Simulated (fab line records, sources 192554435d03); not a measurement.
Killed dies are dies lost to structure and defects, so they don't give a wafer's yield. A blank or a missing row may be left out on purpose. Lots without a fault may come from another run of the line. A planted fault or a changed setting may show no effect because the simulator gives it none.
Chamber matching | flow n5_finfet | N5_BEOL_M15_DESCUM_15 on rie_diel-02: 4 sister chambers
The step chemistry O2, time 7.9 s. 4 wafers are shown with their chamber, then 12 later ones without.

WAFERS WITH THEIR CHAMBER
wafer  | chamber | drypump_motor_current_A (A)
L089.4 | 0       | 5.4
L089.6 | 3       | 5.4
L091.2 | 1       | 5.7
L091.6 | 2       | 6.5

WAFERS WITHOUT THEIR CHAMBER
wafer  | drypump_motor_current_A (A)
L093.2 | 5.4
L093.4 | 5.7
L093.5 | 5.4
L094.1 | 5.7
L094.2 | 6.5
L094.4 | 6.4
L097.1 | 5.7
L097.2 | 5.4
L097.3 | 6.4
L097.4 | 6.4
L097.5 | 5.7
L097.6 | 5.4

WHICH CHAMBER EACH WENT THROUGH
wafer  | from the rows above     | in truth
L093.2 | can't be placed: 0 or 3 | 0
L093.4 | 1                       | 1
L093.5 | can't be placed: 0 or 3 | 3
L094.1 | 1                       | 1
L094.2 | 2                       | 2
L094.4 | 2                       | 2
L097.1 | 1                       | 1
L097.2 | can't be placed: 0 or 3 | 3
L097.3 | 2                       | 2
L097.4 | 2                       | 2
L097.5 | 1                       | 1
L097.6 | can't be placed: 0 or 3 | 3
Placed correctly: 8 of 12. Can't be placed from these rows: 4 (the true chamber is among the candidates in 4). Placed wrongly: 0.
How it was worked out, from the rows above alone: a wafer's distance from a chamber is the root of the sum, over the readings, of the square of ((its reading less the chamber's mean) divided by the reading's scatter). The wafer belongs to the nearest chamber; if the next one is less than 2 further off, it can't be placed. A chamber's mean is the mean of its shown wafers. The scatter: with one shown wafer a chamber, the root of the mean of the squares of how far each hidden wafer lies from its nearest shown one.
